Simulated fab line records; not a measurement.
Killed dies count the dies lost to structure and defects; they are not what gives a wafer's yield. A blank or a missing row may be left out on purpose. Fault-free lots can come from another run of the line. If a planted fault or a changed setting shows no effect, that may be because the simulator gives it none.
Which tool is to blame? + flow nand_harc + 12 lots with 36 wafers sampled at 6 steps, on a route of 1159 steps

== WHAT EACH GAUGE READ, for each wafer ==
NHARC_P_ZERO_WELL_CD_MEAS_52: the cd target is 2000 nm. Usual: 1999.3 nm for cd_nm, sd 2.2.
| lot  | measured    | on        | cd_nm (nm)                                | flag |
|------|-------------|-----------|-------------------------------------------|------|
| L558 | day 2 05:53 | cd_sem-01 | 2002.6 2002.9 2001.8                      |      |
| L559 | day 2 11:52 | cd_sem-03 | 2001.2 2003.7 2001.0                      |      |
| L561 | day 2 23:40 | cd_sem-02 | 1996.6 1997.0 1997.4                      |      |
| L562 | day 3 05:52 | cd_sem-01 | 1996.7 1999.4 1997.5                      |      |
| L563 | day 3 11:55 | cd_sem-01 | 1996.5 1999.1 1994.9                      |      |
| L564 | day 3 17:47 | cd_sem-01 | 2001.9 2001.5 2004.4                      |      |
| L566 | day 4 05:22 | cd_sem-01 | 2000.2 2000.9 2001.0                      |      |
| L567 | day 4 11:52 | cd_sem-01 | 1999.0 1999.9 1998.3                      |      |
| L570 | day 5 05:47 | cd_sem-01 | 1912.0 1911.9 1910.2 1911.7 1912.0 1910.5 | OFF  |
| L571 | day 5 11:48 | cd_sem-03 | 2004.7 2001.7 2000.1                      |      |
| L578 | day 7 05:38 | cd_sem-01 | 1996.3 1997.6 1999.1                      |      |
| L579 | day 7 11:53 | cd_sem-01 | 2001.9 1997.6 1999.7                      |      |

NHARC_END_SORT_01. Usual: killed_at_array 24, standard deviation 8.8; killed_at_other 0.7, standard deviation 0.99; killed_at_periphery 3.5, standard deviation 2.6; killed_dies 28, standard deviation 9.3; killed_open 3.2, standard deviation 1.7; killed_short 1.7, standard deviation 1.4.
| lot  | measured     | on        | killed_at_array | killed_at_other | killed_at_periphery | killed_dies | killed_open | killed_short | flag |
|------|--------------|-----------|-----------------|-----------------|---------------------|-------------|-------------|--------------|------|
| L559 | day 20 08:24 | prober-01 | 25 22 24        | 2 1 0           | 3 4 2               | 30 27 26    | 1 2 3       | 2 0 1        |      |
| L570 | day 23 18:51 | prober-01 | 32              | 1               | 3                   | 36          | 7           | 1            |      |

== WHAT TOOL EACH LOT RAN ON (gives the tool, then ch and the chambers of the sampled wafers, and finally the start) ==
| lot  | NHARC_P_ZERO_WELL_EXPOSE_49      | NHARC_P_ZERO_WELL_RTA_42        | NHARC_P_STI_ETCH_42               | NHARC_P_STI_ETCH_15             |
|------|----------------------------------|---------------------------------|-----------------------------------|---------------------------------|
| L558 | krf_scanner-01 ch 0, day 2 05:44 | rtp_anneal-01 ch 0, day 2 07:09 | rie_diel-05 ch 0,1,3, day 3 02:18 | rie_si-03 ch 0,1,3, day 3 02:29 |
| L559 | krf_scanner-04 ch 0, day 2 11:43 | rtp_anneal-01 ch 0, day 2 13:06 | rie_diel-13 ch 0,1, day 3 02:20   | rie_si-02 ch 1,2, day 3 02:32   |
| L561 | krf_scanner-01 ch 0, day 2 23:30 | rtp_anneal-01 ch 0, day 3 01:01 | rie_diel-13 ch 1,2,3, day 3 17:05 | rie_si-06 ch 2,3, day 3 17:18   |
| L562 | krf_scanner-04 ch 0, day 3 05:43 | rtp_anneal-02 ch 0, day 3 07:02 | rie_diel-13 ch 0,1, day 4 02:16   | rie_si-02 ch 0,2, day 4 02:28   |
| L563 | krf_scanner-01 ch 0, day 3 11:45 | rtp_anneal-01 ch 0, day 3 13:12 | rie_diel-05 ch 0,3, day 4 02:26   | rie_si-06 ch 0,2,3, day 4 02:40 |
| L564 | krf_scanner-04 ch 0, day 3 17:37 | rtp_anneal-02 ch 0, day 3 18:55 | rie_diel-06 ch 0,2,3, day 4 13:46 | rie_si-06 ch 0,1,3, day 4 13:58 |
| L566 | krf_scanner-01 ch 0, day 4 05:13 | rtp_anneal-02 ch 0, day 4 06:37 | rie_diel-05 ch 0,3, day 4 22:53   | rie_si-03 ch 0,1,3, day 4 23:05 |
| L567 | krf_scanner-04 ch 0, day 4 11:43 | rtp_anneal-02 ch 0, day 4 13:13 | rie_diel-05 ch 0,1,3, day 5 05:20 | rie_si-02 ch 0,2, day 5 05:32   |
| L570 | krf_scanner-04 ch 0, day 5 05:38 | rtp_anneal-02 ch 0, day 5 09:29 | rie_diel-13 ch 0,2,3, day 5 23:11 | rie_si-03 ch 0,1,2, day 5 23:24 |
| L571 | krf_scanner-03 ch 0, day 5 11:39 | rtp_anneal-01 ch 0, day 5 13:19 | rie_diel-13 ch 0,1,2, day 6 07:08 | rie_si-03 ch 0,2,3, day 6 07:20 |
| L578 | krf_scanner-04 ch 0, day 7 05:28 | rtp_anneal-01 ch 0, day 7 06:58 | rie_diel-13 ch 0,1,3, day 8 00:53 | rie_si-02 ch 0,3, day 8 01:05   |
| L579 | krf_scanner-01 ch 0, day 7 11:44 | rtp_anneal-01 ch 0, day 7 13:02 | rie_diel-05 ch 0,1,3, day 8 05:29 | rie_si-03 ch 0,2,3, day 8 05:40 |
- NHARC_P_ZERO_WELL_EXPOSE_49: exposes mask P HVPW, target cd 2000 nm.
- NHARC_P_ZERO_WELL_RTA_42: time 300 s.
- NHARC_P_STI_ETCH_42: etches the open film in N2/H2, target depth 80 nm, overetch 24 nm, time 61 s.
- NHARC_P_STI_ETCH_15: etches the open film in HBr/Cl2, target depth 300 nm, time 100.1 s.

== AS READ BY THE TOOLS THEMSELVES (means over the sampled wafers that have a number; for cases with no such wafer, the mark the record gives instead) ==
NHARC_P_ZERO_WELL_RTA_42. Usual: anneal_temp_c_max 1103.6, standard deviation 0.66; lamp_power_pct 40.5 %, standard deviation 2.9; wafer_temp_C_max 1104.4, standard deviation 0.91.
| lot  | tool          | anneal_temp_c_max | lamp_power_pct (%) | wafer_temp_C_max | flag |
|------|---------------|-------------------|--------------------|------------------|------|
| L558 | rtp_anneal-01 | 1103.2            | 37.2               | 1106.6           |      |
| L559 | rtp_anneal-01 | 1103.2            | 37.1               | 1103.8           |      |
| L561 | rtp_anneal-01 | 1102.7            | 37.0               | 1105.0           |      |
| L562 | rtp_anneal-02 | 1103.1            | 42.9               | 1104.4           |      |
| L563 | rtp_anneal-01 | 1103.8            | 37.1               | 1104.7           |      |
| L564 | rtp_anneal-02 | 1104.2            | 42.9               | 1104.1           |      |
| L566 | rtp_anneal-02 | 1103.1            | 42.9               | 1103.7           |      |
| L567 | rtp_anneal-02 | 1103.6            | 42.9               | 1103.9           |      |
| L570 | rtp_anneal-02 | 1104.1            | 42.9               | 1104.8           |      |
| L571 | rtp_anneal-01 | 1103.7            | 37.1               | 1105.1           |      |
| L578 | rtp_anneal-01 | 1104.3            | 37.1               | 1104.8           |      |
| L579 | rtp_anneal-01 | 1103.5            | 37.1               | 1104.5           |      |

NHARC_P_STI_ETCH_42. Usual: drypump_motor_current_A 5.7 A, standard deviation 0.57; oes_product_au 1.001 a.u., standard deviation 0.0092; rf_vpp_V 430.8 V, standard deviation 2.5; showerhead_plenum_p_Torr 2.04 Torr, standard deviation 0.086; throttle_valve_pct 14.171 %, standard deviation 0.0097.
| lot  | tool        | drypump_motor_current_A (A) | oes_product_au (a.u.) | rf_vpp_V (V) | showerhead_plenum_p_Torr (Torr) | throttle_valve_pct (%) | flag |
|------|-------------|-----------------------------|-----------------------|--------------|---------------------------------|------------------------|------|
| L558 | rie_diel-05 | 5.4                         | 1.005                 | 430.2        | 2.04                            | 14.170                 |      |
| L559 | rie_diel-13 | 5.3                         | 0.994                 | 432.7        | 2.09                            | 14.171                 |      |
| L561 | rie_diel-13 | 6.0                         | 0.996                 | 428.8        | 2.00                            | 14.173                 |      |
| L562 | rie_diel-13 | 5.6                         | 0.996                 | 431.3        | 2.07                            | 14.167                 |      |
| L563 | rie_diel-05 | 5.2                         | 1.008                 | 431.2        | 2.05                            | 14.174                 |      |
| L564 | rie_diel-06 | 6.1                         | 0.999                 | 432.2        | 2.07                            | 14.164                 |      |
| L566 | rie_diel-05 | 5.2                         | 1.006                 | 432.9        | 2.10                            | 14.175                 |      |
| L567 | rie_diel-05 | 5.4                         | 1.007                 | 430.5        | 2.04                            | 14.171                 |      |
| L570 | rie_diel-13 | 5.7                         | 0.997                 | 430.4        | 2.02                            | 14.172                 |      |
| L571 | rie_diel-13 | 5.5                         | 1.002                 | 429.7        | 2.03                            | 14.176                 |      |
| L578 | rie_diel-13 | 5.8                         | 1.009                 | 431.6        | 2.06                            | 14.176                 |      |
| L579 | rie_diel-05 | 5.4                         | 1.003                 | 430.4        | 2.03                            | 14.171                 |      |

NHARC_P_STI_ETCH_15. Usual: drypump_motor_current_A 5.7 A, standard deviation 0.48; oes_product_au 1.000 a.u., standard deviation 0.007; throttle_valve_pct 26.406 %, standard deviation 0.0094.
| lot  | tool      | drypump_motor_current_A (A) | oes_product_au (a.u.) | throttle_valve_pct (%) | flag |
|------|-----------|-----------------------------|-----------------------|------------------------|------|
| L558 | rie_si-03 | 5.4                         | 0.997                 | 26.410                 |      |
| L559 | rie_si-02 | 5.6                         | 1.002                 | 26.408                 |      |
| L561 | rie_si-06 | 6.2                         | 0.998                 | 26.405                 |      |
| L562 | rie_si-02 | 5.4                         | 1.010                 | 26.414                 |      |
| L563 | rie_si-06 | 6.1                         | 1.000                 | 26.407                 |      |
| L564 | rie_si-06 | 6.0                         | 0.993                 | 26.409                 |      |
| L566 | rie_si-03 | 5.4                         | 0.994                 | 26.404                 |      |
| L567 | rie_si-02 | 5.4                         | 0.995                 | 26.404                 |      |
| L570 | rie_si-03 | 5.3                         | 1.005                 | 26.402                 |      |
| L571 | rie_si-03 | 5.3                         | 1.004                 | 26.396                 |      |
| L578 | rie_si-02 | 5.8                         | 0.997                 | 26.416                 |      |
| L579 | rie_si-03 | 5.3                         | 1.002                 | 26.406                 |      |

== THE ANSWER, worked out from the rows above alone ==
Rule: lot off if the mean of its wafers having a number is beyond 3 standard deviations from the usual mean. A lot without any number at a reading at which 4 lots or more have one is off too. All remaining lots with rows at the step are treated as sound. Order of review: gauges by route order, followed by the tools' own readings, for which a lot's mean as printed above is used. The first step at which some lot is off is used, and at that step the reading that is off furthest; a lot without a number counts as furthest.
Off: L570 (NHARC_P_ZERO_WELL_CD_MEAS_52, cd_nm).
If a tool, at a process step before that reading, ran all the lots that are off and no sound lot after the first of them, it fits. The gauges at NHARC_P_ZERO_WELL_CD_MEAS_52 are tried like those tools. Of those tried, none fits.

== WHAT THE SIMULATOR HAD INSERTED ==
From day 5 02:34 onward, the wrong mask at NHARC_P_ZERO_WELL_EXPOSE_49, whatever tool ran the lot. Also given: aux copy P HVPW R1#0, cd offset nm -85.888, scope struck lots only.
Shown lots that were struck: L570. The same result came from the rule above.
